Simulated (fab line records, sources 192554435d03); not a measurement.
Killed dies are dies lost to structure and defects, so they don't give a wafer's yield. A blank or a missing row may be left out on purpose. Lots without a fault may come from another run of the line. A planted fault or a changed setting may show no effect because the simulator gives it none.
One fault seen from 3 desks | flow n5_finfet | each desk has only its own numbers; what lay behind them comes last

THE TOOL OWNER'S DESK: pvd_sputter-02
The tool's own readings at N5_BEOL_M15_SPUTTER_43 (material TaN, target thk 15 nm, time 24.19 s): means of the sampled wafers that have a number, for each lot that ran on this tool. A lot is out of limits, marked OUT, if its mean lies more than 4 standard deviations from the usual mean; the brackets give that distance.
Columns: A = cathode_dc_power_W at N5_BEOL_M15_SPUTTER_43, usual 15000 W; B = throttle_valve_pct at N5_BEOL_M15_SPUTTER_43, usual 29.7 %
lot  | first seen here | A                       | B
L780 | day 11 19:11    | 15001                   | 29.2
L782 | day 11 23:59    | 15003                   | 29.2
L789 | day 13 10:30    | 14999                   | 29.4
L795 | day 15 10:55    | 18747 (+99 or more) OUT | 29.7
L798 | day 15 23:56    | 18747 (+99 or more) OUT | 29.5
This desk's finding: out of limits on L795, L798; first on L795, day 15 10:55 (cathode_dc_power_W at N5_BEOL_M15_SPUTTER_43). In limits: L780, L782, L789.

THE METROLOGY DESK
What the gauges read, lot by lot, whatever tool the lot ran on: means of the sampled wafers that have a number. A lot is out of limits, marked OUT, if its mean lies more than 4 standard deviations from the usual mean; the brackets give that distance.
Columns: A = V14_OVL at N5_BEOL_M15_OVL_MEAS_11, usual -1 nm
lot  | first seen here | A
L780 | day 11 15:29    | -1
L781 | day 11 17:18    | -3
L782 | day 11 19:52    | -1
L784 | day 12 16:01    | 10
L789 | day 13 04:35    | 2
L796 | day 14 19:14    | -6
L797 | day 15 05:31    | 0
L795 | day 15 05:40    | -2
L798 | day 15 19:57    | -4
L799 | day 16 09:56    | -4
L803 | day 17 00:28    | -1
This desk's finding: nothing out of limits on any of the 11 lots.

THE DEFECT DESK
What the inspections along the route counted, lot by lot: means of the sampled wafers that have a number. A lot is out of limits, marked OUT, if its mean lies more than 4 standard deviations from the usual mean; the brackets give that distance.
Columns: A = raw_defect_count at N5_BEOL_M15_INSPECT_55, usual 71
lot  | first seen here | A
L780 | day 11 21:14    | 48
L781 | day 12 01:17    | 76
L782 | day 12 01:34    | 89
L784 | day 12 21:15    | 80
L789 | day 13 12:03    | 93
L796 | day 15 02:51    | 66
L797 | day 15 11:01    | 76
L795 | day 15 12:11    | 83
L798 | day 16 01:23    | 76
L799 | day 16 16:09    | 63
L803 | day 17 04:55    | 79
This desk's finding: nothing out of limits on any of the 11 lots.

PUT TOGETHER
The tool owner's desk could have raised an alarm at day 15 10:55, on L795, L798.
The metrology desk saw nothing out of limits.
The defect desk saw nothing out of limits.
The metrology desk has L795, L798 on record, within its limits.
The defect desk has L795, L798 on record, within its limits.
Of the lots named, all ran N5_BEOL_M15_SPUTTER_43 on pvd_sputter-02.

WHAT THE SIMULATOR HAD PUT IN
Process parameter drift: pvd_sputter-02, from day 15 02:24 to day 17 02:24, at N5_BEOL_M15_SPUTTER_43. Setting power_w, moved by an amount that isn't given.
Lots struck among those shown: L795, L798.
Hours from the fault's start to each desk's first reading out of limits: the tool owner's desk, 9.
